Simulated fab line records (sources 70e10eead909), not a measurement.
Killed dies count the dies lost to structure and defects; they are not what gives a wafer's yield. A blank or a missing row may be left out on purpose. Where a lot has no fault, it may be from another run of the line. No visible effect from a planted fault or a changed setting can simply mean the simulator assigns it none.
fab line records -- flow nand-harc -- part 1 of 2: steps 1 to 4 of 6
record lots=23, wafers=69, last-day=34
route steps=1302 shown A_CONTACT@1042
lots with no fault: from the same line, run without faults
start-h: hours from the record's first day to the start of the lot's first wafer shown -- wait-h: hours since the lot's step before -- " identical to the entry in the row above -- L1.1+2: a single row standing in for several wafers -- - no value, or no start was given -- * or withheld: withheld -- < > ~ a bound
route shown NAME@n: names a module that has steps shown in the file, with the first one's number in the route -- usual: mean and standard deviation over wafers with no fault -- same: alike in all rows -- chamber/n: place in a boat -- sites: readings site by site -- _std_site: standard deviation across them -- _edge_site: inner sites' mean taken away from outer sites' mean -- radius-mm: how far each site lies from the wafer's centre -- mask NAME#n: copy n -- behind: the last tool/chamber to shape the wafer -- hold: cause of the lot's hold/its duration in hours/its outcome -- device: the transistor (n, p or np) that didn't switch -- end of line: the tests these same wafers got at the end of their route -- for a step that has no rows: nothing shown but its recipe -- killed: the dies lost at the first sort to structure and to defects; this is not the yield of the wafer -- map: dies across one wafer; x = killed, . = not, _ = none there
set.NAME: the setting as run; set.NAME@STEP: as run at that earlier step -- model.NAME: the simulator's own value behind a step, which no gauge read
route steps across a sampled set of lots; one table per step, one row per wafer
services: the hour from which a tool's chamber was out of use, counted from the record's first day as start-h (under 0 if before that day), plus the number of hours and why
## steps
# step NHARC_A_CONTACT_DESCUM_74
# recipe time-s=3, o2-flow-sccm=200, ar-flow-sccm=0, bias-power-w=0, chemistry=O2
# usual drypump-motor-current-A=6.1/0.4, oes-product-au=0.998/0.011, rf-vpp-V=57.8/0.99, showerhead-plenum-p-Torr=1.93/0.091, throttle-valve-pct=11.310/0.0089
lot.wafer,tool,chamber,start-h,wait-h,drypump-motor-current-A,oes-product-au,rf-hours-counter-h,rf-vpp-V,showerhead-plenum-p-Torr,throttle-valve-pct
L074.1,rie-diel-04,0,505.99,0.1,5.8,1.000,30,56.8,1.84,11.290
L074.4,rie-diel-04,2,505.99,0.1,6.3,1.019,29,56.1,1.84,11.298
L074.2,rie-diel-04,3,505.99,0.1,6.4,1.017,31,56.4,1.93,11.314
L075.1,rie-diel-04,2,513.03,0.1,6.4,1.008,30,55.7,1.84,11.313
L075.2,rie-diel-04,0,513.03,0.1,5.8,0.985,31,58.3,1.84,11.297
L075.5,rie-diel-04,2,513.03,0.1,6.3,1.006,-,56.2,1.84,11.295
L076.1,rie-diel-04,3,514.77,0.1,6.5,1.009,33,56.9,1.93,11.317
L076.4,rie-diel-04,0,514.77,0.1,5.8,0.995,32,58.2,1.84,11.319
L076.2,rie-diel-04,2,514.77,0.1,6.3,1.008,31,56.9,1.84,11.318
L077.1,rie-diel-04,1,525.56,0.1,6.6,1.000,33,58.1,2.07,11.316
L077.2,rie-diel-04,0,525.56,0.1,5.8,0.997,35,57.5,1.84,11.324
L077.4,rie-diel-04,1,525.56,0.1,6.6,1.014,-,58.8,2.07,11.308
L078.2,rie-diel-06,2,537.46,0.1,5.3,0.984,9,58.4,2.05,11.305
L078.4,rie-diel-06,1,537.46,0.1,5.7,0.995,7,58.5,2.02,11.299
L078.5,rie-diel-06,3,537.46,0.1,5.9,1.010,-,58.6,2.04,11.316
L079.1,rie-diel-04,2,543.49,0.1,6.3,1.005,0,57.3,1.84,11.298
L079.4,rie-diel-04,3,543.49,0.1,6.4,1.004,0,59.0,1.93,11.313
L079.2,rie-diel-04,0,543.49,0.1,5.8,0.993,0,57.4,1.84,11.294
L080.3,rie-diel-04,2,558.31,0.1,6.3,1.003,3,56.6,1.84,11.296
L080.2,rie-diel-04,3,558.31,0.1,6.5,0.997,2,57.0,1.93,11.304
L080.5,rie-diel-04,1,558.31,0.1,6.6,0.993,-,59.6,2.06,11.295
L081.4,rie-diel-04,2,578.24,0.1,6.3,1.007,4,56.1,1.84,11.311
L081.5,rie-diel-04,1,578.24,0.1,6.6,0.989,-,58.0,2.06,11.332
L081.6,rie-diel-04,2,578.24,0.1,6.3,1.003,-,55.1,1.84,11.297
L083.3,rie-diel-01,2,590.07,0.1,5.9,1.001,5,58.5,1.89,11.310
L083.2,rie-diel-01,3,590.07,0.1,6.2,0.990,4,56.6,1.80,11.312
L083.5,rie-diel-01,3,590.07,0.1,6.2,0.987,-,56.3,1.80,11.290
L082.4,rie-diel-04,2,591.18,0.1,6.4,0.991,7,56.1,1.84,11.294
L082.5,rie-diel-04,2,591.18,0.1,6.3,0.993,-,57.8,1.84,11.315
L082.6,rie-diel-04,3,591.18,0.1,6.4,1.007,-,57.9,1.92,11.318
L084.2,rie-diel-06,3,608.91,0.1,5.8,0.997,36,57.9,2.03,11.311
L084.1,rie-diel-06,0,608.91,0.1,6.2,1.003,30,58.4,1.98,11.311
L084.6,rie-diel-06,3,608.91,0.1,5.8,0.999,-,57.4,2.03,11.317
L085.2,rie-diel-04,1,610.23,0.1,6.6,0.995,9,57.4,2.06,11.321
L085.3,rie-diel-04,2,610.23,0.1,6.3,0.996,10,56.8,1.84,11.324
L085.6,rie-diel-04,0,610.23,0.1,5.8,0.995,-,57.8,1.84,11.298
L087.4,rie-diel-04,0,628.22,0.1,5.8,0.981,12,58.1,1.84,11.308
L087.5,rie-diel-04,3,628.22,0.1,6.4,0.997,-,57.2,1.92,11.331
L087.6,rie-diel-04,0,628.22,0.1,5.8,0.983,-,57.1,1.84,11.305
L088.2,rie-diel-01,3,632.90,0.1,6.2,0.997,16,57.9,1.79,11.321
L088.4,rie-diel-01,0,632.90,0.1,5.4,0.992,15,56.9,1.83,11.311
L088.5,rie-diel-01,2,632.90,0.1,5.9,1.014,-,57.0,1.88,11.307
L089.2,rie-diel-04,2,636.07,0.1,6.3,1.005,15,58.4,1.83,11.316
L089.1,rie-diel-04,3,636.07,0.1,6.5,0.997,15,57.1,1.92,11.327
L089.4,rie-diel-04,0,636.07,0.1,5.8,0.991,13,58.5,1.84,11.316
L091.3,rie-diel-04,0,660.79,0.1,5.8,0.988,18,57.4,1.84,11.308
L091.2,rie-diel-04,1,660.79,0.1,6.6,0.987,19,58.5,2.06,11.301
L091.6,rie-diel-04,3,660.79,0.1,6.4,0.992,-,57.5,1.92,11.313
L090.1,rie-diel-04,3,662.13,0.1,6.5,0.996,21,59.2,1.92,11.316
L090.4,rie-diel-04,0,662.13,0.1,5.8,0.974,19,57.8,1.84,11.302
L090.3,rie-diel-04,2,662.13,0.1,6.3,1.002,20,57.4,1.83,11.302
L092.3,rie-diel-06,2,679.52,0.1,5.3,1.005,0,59.1,2.04,11.315
L092.2,rie-diel-06,1,679.52,0.1,5.8,0.989,0,58.1,2.00,11.306
L092.5,rie-diel-06,3,679.52,0.1,5.9,0.996,-,58.0,2.02,11.320
L093.2,rie-diel-06,2,686.16,0.1,5.3,1.007,1,59.3,2.04,11.318
L093.3,rie-diel-06,0,686.16,0.1,6.2,1.016,1,58.0,1.97,11.327
L093.6,rie-diel-06,2,686.16,0.1,5.3,1.012,-,58.2,2.04,11.295
L094.4,rie-diel-06,2,689.53,0.1,5.3,0.995,2,59.5,2.04,11.312
L094.3,rie-diel-06,3,689.53,0.1,5.9,0.991,2,59.3,2.02,11.315
L094.1,rie-diel-06,0,689.53,0.1,6.2,1.008,2,57.1,1.97,11.308
L095.4,rie-diel-04,3,706.52,0.1,6.4,0.994,26,57.9,1.92,11.312
L095.2,rie-diel-04,0,706.52,0.1,5.8,0.985,25,56.6,1.83,11.312
L095.5,rie-diel-04,2,706.52,0.1,6.4,1.012,-,58.2,1.83,11.312
L096.2,rie-diel-04,0,707.98,0.1,5.8,0.982,26,57.3,1.83,11.303
L096.4,rie-diel-04,3,707.98,0.1,6.5,0.992,27,57.9,1.92,11.304
L096.6,rie-diel-04,1,707.98,0.1,6.6,0.996,-,58.8,2.06,11.304
L097.3,rie-diel-04,3,749.03,0.1,6.4,0.999,3,58.0,1.92,11.318
L097.1,rie-diel-04,2,749.03,0.1,6.4,1.019,2,55.8,1.83,11.304
L097.5,rie-diel-04,3,749.03,0.1,6.4,1.004,-,59.0,1.92,11.312
# step NHARC_A_CONTACT_ETCH_75
# recipe target-depth-a=390, over-etch-frac=0.3, time-s=65, ion-energy-ev=80, cf4-flow-sccm=150, ar-flow-sccm=0, rf-w=300, bias-w=100, chemistry=CF4
# usual drypump-motor-current-A=6.1/0.4, oes-product-au=0.999/0.01, rf-vpp-V=151.5/1.3, showerhead-plenum-p-Torr=1.79/0.078, throttle-valve-pct=13.284/0.0087
lot.wafer,tool,chamber,start-h,wait-h,drypump-motor-current-A,oes-product-au,rf-hours-counter-h,rf-vpp-V,showerhead-plenum-p-Torr,throttle-valve-pct
L074.2,rie-diel-04,3,506.08,0.1,6.4,1.011,31,150.9,1.78,13.280
L074.4,rie-diel-04,0,506.08,0.1,5.8,0.997,30,149.1,1.71,13.283
L074.1,rie-diel-04,1,506.08,0.1,6.6,1.005,28,153.4,1.90,13.280
L075.1,rie-diel-04,1,513.13,0.1,6.6,1.018,30,153.4,1.90,13.284
L075.2,rie-diel-04,2,513.13,0.1,6.4,1.008,30,150.8,1.71,13.294
L075.5,rie-diel-04,0,513.13,0.1,5.8,0.999,-,151.8,1.71,13.268
L076.4,rie-diel-04,1,514.87,0.1,6.6,1.005,30,152.6,1.90,13.289
L076.1,rie-diel-04,3,514.87,0.1,6.4,1.002,33,151.1,1.78,13.268
L076.2,rie-diel-04,0,514.87,0.1,5.8,0.999,32,149.7,1.71,13.290
L077.1,rie-diel-04,0,525.66,0.1,5.8,1.005,35,151.8,1.71,13.274
L077.2,rie-diel-04,1,525.66,0.1,6.6,0.993,33,152.9,1.90,13.280
L077.4,rie-diel-04,1,525.66,0.1,6.6,0.998,-,152.8,1.90,13.276
L078.2,rie-diel-06,1,537.55,0.1,5.8,0.998,7,154.3,1.86,13.293
L078.4,rie-diel-06,2,537.55,0.1,5.3,0.991,9,152.6,1.89,13.293
L078.5,rie-diel-06,2,537.55,0.1,5.3,0.987,-,153.4,1.89,13.280
L079.1,rie-diel-04,3,543.58,0.1,6.4,1.005,0,151.6,1.78,13.278
L079.2,rie-diel-04,0,543.58,0.1,5.8,0.984,0,150.3,1.71,13.301
L079.4,rie-diel-04,1,543.58,0.1,6.6,1.011,0,152.7,1.90,13.290
L080.3,rie-diel-04,0,558.40,0.1,5.8,0.989,2,149.9,1.71,13.283
L080.2,rie-diel-04,2,558.40,0.1,6.4,1.005,3,152.2,1.70,13.281
L080.5,rie-diel-04,0,558.40,0.1,5.8,0.991,-,151.3,1.71,13.291
L081.4,rie-diel-04,1,578.33,0.1,6.6,0.997,4,152.3,1.90,13.292
L081.6,rie-diel-04,2,578.33,0.1,6.3,1.005,-,150.9,1.70,13.287
L081.5,rie-diel-04,3,578.33,0.1,6.4,1.005,-,150.8,1.78,13.277
L083.2,rie-diel-01,3,590.17,0.1,6.2,0.984,4,148.7,1.67,13.289
L083.3,rie-diel-01,1,590.17,0.1,5.6,0.979,5,151.4,1.77,13.276
L083.5,rie-diel-01,3,590.17,0.1,6.2,0.990,-,150.7,1.67,13.303
L082.4,rie-diel-04,1,591.29,0.1,6.6,0.993,6,152.3,1.90,13.282
L082.5,rie-diel-04,2,591.29,0.1,6.3,1.009,-,151.8,1.70,13.297
L082.6,rie-diel-04,3,591.29,0.1,6.4,1.005,-,150.2,1.78,13.268
L084.2,rie-diel-06,1,608.99,0.1,5.8,1.000,28,151.5,1.85,13.288
L084.1,rie-diel-06,3,608.99,0.1,5.8,0.999,36,153.3,1.87,13.292
L084.6,rie-diel-06,2,608.99,0.1,5.3,1.001,-,151.0,1.88,13.284
L085.3,rie-diel-04,2,610.32,0.1,6.4,0.988,10,148.9,1.70,13.289
L085.2,rie-diel-04,0,610.32,0.1,5.8,0.983,9,149.6,1.71,13.295
L085.6,rie-diel-04,2,610.32,0.1,6.3,0.989,-,150.8,1.70,13.284
L087.4,rie-diel-04,3,628.33,0.1,6.5,0.995,14,150.4,1.78,13.288
L087.5,rie-diel-04,0,628.33,0.1,5.8,0.989,-,150.6,1.70,13.261
L087.6,rie-diel-04,1,628.33,0.1,6.6,0.986,-,151.2,1.89,13.293
L088.4,rie-diel-01,3,632.98,0.1,6.2,0.990,16,150.7,1.67,13.271
L088.2,rie-diel-01,0,632.98,0.1,5.4,0.987,15,151.1,1.69,13.293
L088.5,rie-diel-01,2,632.98,0.1,6.0,0.996,-,149.8,1.74,13.278
L089.4,rie-diel-04,2,636.16,0.1,6.4,1.009,15,149.7,1.70,13.293
L089.1,rie-diel-04,3,636.16,0.1,6.4,1.002,15,150.6,1.78,13.289
L089.2,rie-diel-04,1,636.16,0.1,6.6,0.994,14,151.3,1.89,13.282
L091.3,rie-diel-04,1,660.87,0.1,6.6,0.981,19,152.0,1.89,13.275
L091.2,rie-diel-04,0,660.87,0.1,5.8,0.972,18,148.8,1.70,13.274
L091.6,rie-diel-04,2,660.87,0.1,6.3,1.004,-,152.4,1.70,13.300
L090.4,rie-diel-04,1,662.22,0.1,6.6,0.983,19,152.4,1.89,13.296
L090.3,rie-diel-04,2,662.22,0.1,6.3,1.008,20,149.5,1.70,13.287
L090.1,rie-diel-04,3,662.22,0.1,6.4,0.999,21,150.7,1.77,13.287
L092.3,rie-diel-06,3,679.62,0.1,5.8,1.008,0,152.5,1.86,13.268
L092.2,rie-diel-06,0,679.62,0.1,6.2,1.019,0,151.9,1.82,13.279
L092.5,rie-diel-06,2,679.62,0.1,5.3,1.006,-,152.1,1.87,13.287
L093.2,rie-diel-06,2,686.24,0.1,5.3,1.016,1,153.2,1.87,13.279
L093.3,rie-diel-06,0,686.24,0.1,6.2,1.010,1,152.4,1.82,13.287
L093.6,rie-diel-06,3,686.24,0.1,5.8,1.005,-,152.5,1.86,13.287
L094.1,rie-diel-06,3,689.60,0.1,5.8,1.003,2,153.0,1.86,13.295
L094.4,rie-diel-06,0,689.60,0.1,6.2,1.012,2,152.9,1.82,13.274
L094.3,rie-diel-06,2,689.60,0.1,5.3,0.995,2,151.7,1.87,13.278
L095.4,rie-diel-04,0,706.60,0.1,5.8,0.977,25,150.4,1.70,13.278
L095.2,rie-diel-04,2,706.60,0.1,6.3,1.005,27,148.9,1.70,13.284
L095.5,rie-diel-04,1,706.60,0.1,6.6,0.996,-,153.6,1.89,13.299
L096.2,rie-diel-04,2,708.07,0.1,6.4,1.006,28,151.2,1.70,13.279
L096.4,rie-diel-04,3,708.07,0.1,6.5,0.995,27,152.0,1.77,13.295
L096.6,rie-diel-04,2,708.07,0.1,6.3,1.010,-,151.2,1.70,13.282
L097.1,rie-diel-04,3,749.13,0.1,6.4,1.005,3,149.4,1.77,13.269
L097.3,rie-diel-04,0,749.13,0.1,5.8,1.001,3,150.7,1.70,13.270
L097.5,rie-diel-04,2,749.13,0.1,6.3,1.014,-,148.4,1.70,13.287
# step NHARC_A_CONTACT_ETCH_125
# recipe source-w=withheld, pressure-mtorr=20, bias-v=3000, time-s=197, target-depth-a=19180, ar-flow-sccm=withheld, c4f8-flow-sccm=withheld, o2-flow-sccm=withheld, chemistry=C4F8/O2/Ar
lot.wafer,tool,chamber,start-h,wait-h,rf-hours-counter-h
L074.2,har-cap-etch-02,0,507.75,0.2,87
L074.1,har-cap-etch-02,1,507.75,0.2,87
L074.4,har-cap-etch-02,0,507.75,0.2,-
L075.1,har-cap-etch-03,0,514.78,0.2,46
L075.2,har-cap-etch-03,1,514.78,0.2,46
L075.5,har-cap-etch-03,1,514.78,0.2,-
L076.2,har-cap-etch-01,1,516.60,0.2,0
L076.1,har-cap-etch-01,0,516.60,0.2,0
L076.4,har-cap-etch-01,1,516.60,0.2,-
L077.1,har-cap-etch-03,1,527.61,0.2,50
L077.2,har-cap-etch-03,0,527.61,0.2,50
L077.4,har-cap-etch-03,1,527.61,0.2,-
L078.2,har-cap-etch-02,1,539.24,0.2,94
L078.4,har-cap-etch-02,0,539.24,0.2,-
L078.5,har-cap-etch-02,1,539.24,0.2,-
L079.2,har-cap-etch-01,0,545.40,0.3,6
L079.1,har-cap-etch-01,1,545.40,0.3,6
L079.4,har-cap-etch-01,0,545.40,0.3,-
L080.2,har-cap-etch-01,0,560.07,0.2,7
L080.3,har-cap-etch-01,1,560.07,0.2,-
L080.5,har-cap-etch-01,0,560.07,0.2,-
L081.4,har-cap-etch-01,0,580.28,0.3,-
L081.6,har-cap-etch-01,1,580.28,0.3,-
L081.5,har-cap-etch-01,0,580.28,0.3,-
L083.2,har-cap-etch-02,0,592.04,0.2,102
L083.3,har-cap-etch-02,0,592.04,0.2,-
L083.5,har-cap-etch-02,1,592.04,0.2,-
L082.4,har-cap-etch-03,0,593.07,0.2,-
L082.5,har-cap-etch-03,0,593.07,0.2,-
L082.6,har-cap-etch-03,1,593.07,0.2,-
L084.1,har-cap-etch-01,1,610.64,0.2,14
L084.2,har-cap-etch-01,0,610.64,0.2,14
L084.6,har-cap-etch-01,0,610.64,0.2,-
L085.2,har-cap-etch-03,1,611.96,0.2,64
L085.3,har-cap-etch-03,1,611.96,0.2,-
L085.6,har-cap-etch-03,1,611.96,0.2,-
L087.4,har-cap-etch-03,0,630.22,0.2,-
L087.5,har-cap-etch-03,1,630.22,0.2,-
L087.6,har-cap-etch-03,0,630.22,0.2,-
L088.2,har-cap-etch-01,1,634.66,0.2,20
L088.4,har-cap-etch-01,0,634.66,0.2,-
L088.5,har-cap-etch-01,1,634.66,0.2,-
L089.1,har-cap-etch-03,0,637.81,0.2,70
L089.2,har-cap-etch-03,1,637.81,0.2,70
L089.4,har-cap-etch-03,0,637.81,0.2,-
L091.2,har-cap-etch-01,0,662.53,0.2,24
L091.3,har-cap-etch-01,0,662.53,0.2,-
L091.6,har-cap-etch-01,1,662.53,0.2,-
L090.1,har-cap-etch-02,1,664.23,0.2,118
L090.4,har-cap-etch-02,1,664.23,0.2,-
L090.3,har-cap-etch-02,0,664.23,0.2,-
L092.2,har-cap-etch-02,1,681.30,0.2,121
L092.3,har-cap-etch-02,1,681.30,0.2,-
L092.5,har-cap-etch-02,1,681.30,0.2,-
L093.2,har-cap-etch-03,0,687.89,0.2,80
L093.3,har-cap-etch-03,1,687.89,0.2,-
L093.6,har-cap-etch-03,1,687.89,0.2,-
L094.1,har-cap-etch-02,1,691.29,0.2,123
L094.3,har-cap-etch-02,0,691.29,0.2,-
L094.4,har-cap-etch-02,1,691.29,0.2,-
L095.2,har-cap-etch-02,1,708.29,0.2,126
L095.4,har-cap-etch-02,0,708.29,0.2,-
L095.5,har-cap-etch-02,1,708.29,0.2,-
L096.2,har-cap-etch-01,0,709.74,0.2,33
L096.4,har-cap-etch-01,1,709.74,0.2,-
L096.6,har-cap-etch-01,0,709.74,0.2,-
L097.1,har-cap-etch-02,0,750.77,0.2,129
L097.3,har-cap-etch-02,0,750.77,0.2,-
L097.5,har-cap-etch-02,1,750.77,0.2,-
# step NHARC_A_CONTACT_ETCH_126
# recipe source-w=withheld, pressure-mtorr=20, bias-v=3000, time-s=197, target-depth-a=19180, ar-flow-sccm=withheld, c4f8-flow-sccm=withheld, o2-flow-sccm=withheld, chemistry=C4F8/O2/Ar
lot.wafer,tool,chamber,start-h,wait-h,rf-hours-counter-h
L074.2,har-cap-etch-02,0,507.93,0.1,87
L074.1,har-cap-etch-02,1,507.93,0.1,87
L074.4,har-cap-etch-02,0,507.93,0.1,-
L075.1,har-cap-etch-03,0,514.95,0.1,46
L075.2,har-cap-etch-03,1,514.95,0.1,46
L075.5,har-cap-etch-03,1,514.95,0.1,-
L076.2,har-cap-etch-01,1,516.77,0.1,0
L076.1,har-cap-etch-01,0,516.77,0.1,0
L076.4,har-cap-etch-01,1,516.77,0.1,-
L077.1,har-cap-etch-03,1,527.79,0.1,50
L077.2,har-cap-etch-03,0,527.79,0.1,50
L077.4,har-cap-etch-03,1,527.79,0.1,-
L078.2,har-cap-etch-02,1,539.42,0.1,94
L078.4,har-cap-etch-02,0,539.42,0.1,-
L078.5,har-cap-etch-02,1,539.42,0.1,-
L079.2,har-cap-etch-01,0,545.71,0.3,6
L079.1,har-cap-etch-01,1,545.71,0.3,6
L079.4,har-cap-etch-01,0,545.71,0.3,-
L080.2,har-cap-etch-01,0,560.25,0.1,7
L080.3,har-cap-etch-01,1,560.25,0.1,-
L080.5,har-cap-etch-01,0,560.25,0.1,-
L081.4,har-cap-etch-01,0,580.60,0.3,-
L081.6,har-cap-etch-01,1,580.60,0.3,-
L081.5,har-cap-etch-01,0,580.60,0.3,-
L083.2,har-cap-etch-02,0,592.22,0.1,102
L083.3,har-cap-etch-02,0,592.22,0.1,-
L083.5,har-cap-etch-02,1,592.22,0.1,-
L082.4,har-cap-etch-03,0,593.30,0.2,-
L082.5,har-cap-etch-03,0,593.30,0.2,-
L082.6,har-cap-etch-03,1,593.30,0.2,-
L084.1,har-cap-etch-01,1,610.82,0.1,15
L084.2,har-cap-etch-01,0,610.82,0.1,15
L084.6,har-cap-etch-01,0,610.82,0.1,-
L085.2,har-cap-etch-03,1,612.13,0.1,64
L085.3,har-cap-etch-03,1,612.13,0.1,-
L085.6,har-cap-etch-03,1,612.13,0.1,-
L087.4,har-cap-etch-03,0,630.40,0.1,-
L087.5,har-cap-etch-03,1,630.40,0.1,-
L087.6,har-cap-etch-03,0,630.40,0.1,-
L088.2,har-cap-etch-01,1,634.84,0.1,20
L088.4,har-cap-etch-01,0,634.84,0.1,-
L088.5,har-cap-etch-01,1,634.84,0.1,-
L089.1,har-cap-etch-03,0,637.99,0.1,70
L089.2,har-cap-etch-03,1,637.99,0.1,70
L089.4,har-cap-etch-03,0,637.99,0.1,-
L091.2,har-cap-etch-01,0,662.71,0.1,24
L091.3,har-cap-etch-01,0,662.71,0.1,-
L091.6,har-cap-etch-01,1,662.71,0.1,-
L090.1,har-cap-etch-02,1,664.40,0.1,118
L090.4,har-cap-etch-02,1,664.40,0.1,-
L090.3,har-cap-etch-02,0,664.40,0.1,-
L092.2,har-cap-etch-02,1,681.48,0.1,121
L092.3,har-cap-etch-02,1,681.48,0.1,-
L092.5,har-cap-etch-02,1,681.48,0.1,-
L093.2,har-cap-etch-03,0,688.07,0.1,80
L093.3,har-cap-etch-03,1,688.07,0.1,-
L093.6,har-cap-etch-03,1,688.07,0.1,-
L094.1,har-cap-etch-02,1,691.46,0.1,123
L094.3,har-cap-etch-02,0,691.46,0.1,-
L094.4,har-cap-etch-02,1,691.46,0.1,-
L095.2,har-cap-etch-02,1,708.47,0.1,126
L095.4,har-cap-etch-02,0,708.47,0.1,-
L095.5,har-cap-etch-02,1,708.47,0.1,-
L096.2,har-cap-etch-01,0,709.92,0.1,34
L096.4,har-cap-etch-01,1,709.92,0.1,-
L096.6,har-cap-etch-01,0,709.92,0.1,-
L097.1,har-cap-etch-02,0,750.95,0.2,129
L097.3,har-cap-etch-02,0,750.95,0.2,-
L097.5,har-cap-etch-02,1,750.95,0.2,-
